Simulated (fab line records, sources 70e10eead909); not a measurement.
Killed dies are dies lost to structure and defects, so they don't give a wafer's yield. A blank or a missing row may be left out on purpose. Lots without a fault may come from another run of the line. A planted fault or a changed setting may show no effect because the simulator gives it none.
A struck lot beside a sound one | flow nand_harc | 15 steps out of a route of 1302
Sound: wafers L623.1, L623.5, L623.6. Struck: wafer L619.1. (L619.3 of the same lot was not struck and is left out.) The cause comes at the end.
At each step with rows: each side's tool, then ch and its chambers, then its first start. Under that, the readings that differ: sound wafers | struck wafers | difference of the means | sigmas: that difference in standard deviations of wafers without a fault.
alike: readings whose means differ by less than 2 such deviations, and words and numbers that are the same on both sides. not compared: withheld readings, readings that some wafer has no value for, bounds like >300 that may hide the same value, and numbers for which the record gives no deviation and whose values overlap.
The two part at a step that has a row with sigmas, a row that says differs or no value, or rows on one side only. Numbers that don't overlap but have no deviation are shown without sigmas and don't part them. A reading that every wafer of one side lacks parts them only if that side has two wafers or more.

first, 7 steps without rows for these wafers: NHARC_A_CONTACT_COAT_35 (time 65 s); NHARC_A_CONTACT_COAT_36 (resist thk 90 nm); NHARC_A_CONTACT_SOFTBAKE_37 (time 55 s); NHARC_A_CONTACT_EBR_38; NHARC_A_CONTACT_EXPOSE_39 (exposes mask A CC 3); NHARC_A_CONTACT_PEB_40 (peb time 65 s); NHARC_A_CONTACT_DEVELOP_41 (develop time 35 s).
NHARC_A_CONTACT_CD_MEAS_42: target cd 300 nm.
  sound on cd_sem-03 ch 0, day 30 06:11; struck on cd_sem-02 ch 0, day 29 14:13
  alike: cd_nm
NHARC_A_CONTACT_OVL_MEAS_43:
  sound on overlay-02, day 30 06:16; struck on overlay-01, day 29 14:18
  alike: overlay_x_nm, overlay_y_nm
NHARC_A_CONTACT_INSPECT_44:
  sound on defect_inspect-02, day 30 06:18; struck on defect_inspect-01, day 29 14:20
  alike: raw_defect_count
NHARC_A_CONTACT_DESCUM_47: chemistry O2, time 3 s.
  sound on rie_diel-03 ch 0,2,3, day 30 06:23; struck on rie_diel-04 ch 0, day 29 14:23
  alike: drypump_motor_current_A, o2_flow_sccm, oes_product_au, rf_vpp_V, showerhead_plenum_p_Torr, throttle_valve_pct
  not compared: rf_hours_counter_h
NHARC_A_CONTACT_ETCH_48: etches the open film in CF4, target depth 39 nm, time 65 s.
  sound on rie_diel-03 ch 0,3, day 30 06:31; struck on rie_diel-04 ch 2, day 29 14:29
  alike: cf4_flow_sccm, drypump_motor_current_A, oes_product_au, rf_vpp_V, run_length_s, showerhead_plenum_p_Torr, throttle_valve_pct
  not compared: rf_hours_counter_h
NHARC_A_CONTACT_ETCH_49: etches the open film in N2/H2, target depth 260 nm, time 475.3 s.
  sound on rie_diel-03 ch 0,1, day 30 06:38; struck on rie_diel-04 ch 1, day 29 14:34
  reading          | sound             | struck | difference | sigmas
  run_length_s (s) | 497.4 497.4 496.3 | 394.1  | -102.9     | -99 or more
  alike: drypump_motor_current_A, h2_flow_sccm, n2_flow_sccm, oes_product_au, rf_vpp_V, showerhead_plenum_p_Torr, throttle_valve_pct
  not compared: rf_hours_counter_h
NHARC_A_CONTACT_ETCH_50: etches the open film in CF4/CHF3, target depth 121 nm, time 60.5 s.
  sound on rie_diel-03 ch 0,2,3; struck on rie_diel-04 ch 2
  alike: cf4_flow_sccm, drypump_motor_current_A, oes_product_au, rf_vpp_V, run_length_s, showerhead_plenum_p_Torr, throttle_valve_pct
  not compared: rf_hours_counter_h
-- the record jumps here: 3 days lie between the struck wafers' starts before and after (it left off in module A_CONTACT and takes up again in module END, whose first step shown is number 1302 of the route) --
NHARC_END_SORT_01:
  the record has rows for the struck wafers here (prober-01 ch 0, day 33 01:18) and none for the sound ones

WHERE THEY PART
First at NHARC_A_CONTACT_ETCH_49; last, within this record, at NHARC_END_SORT_01.

WHY: what the simulator had put in
Process parameter drift: rie_diel-04, from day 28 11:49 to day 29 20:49, at NHARC_A_CONTACT_ETCH_49. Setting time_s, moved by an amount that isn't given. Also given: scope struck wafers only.
